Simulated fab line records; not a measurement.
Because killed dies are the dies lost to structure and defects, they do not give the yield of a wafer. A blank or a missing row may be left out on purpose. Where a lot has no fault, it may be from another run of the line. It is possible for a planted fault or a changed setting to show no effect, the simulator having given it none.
Chamber matching -- flow n5-finfet -- N5_BEOL_M5_ETCH_72 on rie-diel-01 has 4 sister chambers
The step etches underlayer in N2/H2, target depth 6.5 nm, time 5.2 s. 20 wafers are shown with their chamber, then 10 later ones without.

== WAFERS WITH THEIR CHAMBER ==
wafer,chamber,showerhead-plenum-p-Torr (Torr),throttle-valve-pct (%),etch-rf-on-time-s (s)
L077.2,3,2.44,17.80,5.47
L077.5,3,2.44,17.86,5.39
L077.6,0,2.59,18.21,5.29
L078.1,1,2.57,17.41,5.12
L078.3,3,2.43,17.84,5.37
L078.6,1,2.57,17.41,5.10
L080.1,1,2.57,17.39,5.03
L080.2,2,2.54,18.06,5.30
L080.4,2,2.54,18.07,5.28
L082.1,0,2.59,17.78,5.05
L082.2,3,2.43,17.83,5.38
L082.3,2,2.54,18.06,5.31
L083.3,0,2.59,17.80,4.97
L083.4,3,2.43,17.87,5.36
L083.5,1,2.57,17.43,5.06
L084.3,1,2.57,17.46,5.04
L084.4,3,2.43,17.88,5.34
L084.6,3,2.43,17.87,5.38
L086.2,0,2.59,17.81,5.08
L086.3,3,2.43,17.88,5.40

SIGNATURES (means of the wafers above)
reading,chamber 0,chamber 1,chamber 2,chamber 3,scatter within a chamber
showerhead-plenum-p-Torr,2.5900,2.5700,2.5400,2.4325,0.00306
throttle-valve-pct,17.9000,17.4200,18.0633,17.8537,0.0926
etch-rf-on-time-s,5.0975,5.0700,5.2967,5.3863,0.0674
Rule: a wafer lies at a distance from a chamber equal to the root of the sum of squares, over the readings, of (its reading less the chamber's mean, divided by the reading's scatter). If the next closest chamber is less than 2 further off than the closest, the wafer can't be placed; otherwise it belongs to the closest. How the scatter is found: for the shown wafers, subtract from each reading the mean of its chamber, square and add these, divide the total by (wafers less chambers), then take the root.

== WAFERS MISSING THEIR CHAMBER ==
wafer,showerhead-plenum-p-Torr (Torr),throttle-valve-pct (%),etch-rf-on-time-s (s)
L086.5,2.57,17.47,5.15
L089.1,2.53,18.11,5.35
L089.5,2.57,17.46,5.14
L089.6,2.59,17.81,4.95
L093.2,2.42,17.87,5.39
L093.4,2.53,18.08,5.32
L093.5,2.53,18.10,5.35
L097.1,2.56,17.49,5.04
L097.3,2.42,17.91,5.43
L097.5,2.52,18.12,5.29

== THE CHAMBER EACH PASSED THROUGH ==
wafer,from the rows above,in truth
L086.5,1,1
L089.1,2,2
L089.5,1,1
L089.6,0,0
L093.2,3,3
L093.4,2,2
L093.5,2,2
L097.1,1,1
L097.3,3,3
L097.5,2,2
Correct placement for 10 of the 10. Can't be placed from these rows: 0. 0 placed wrongly.
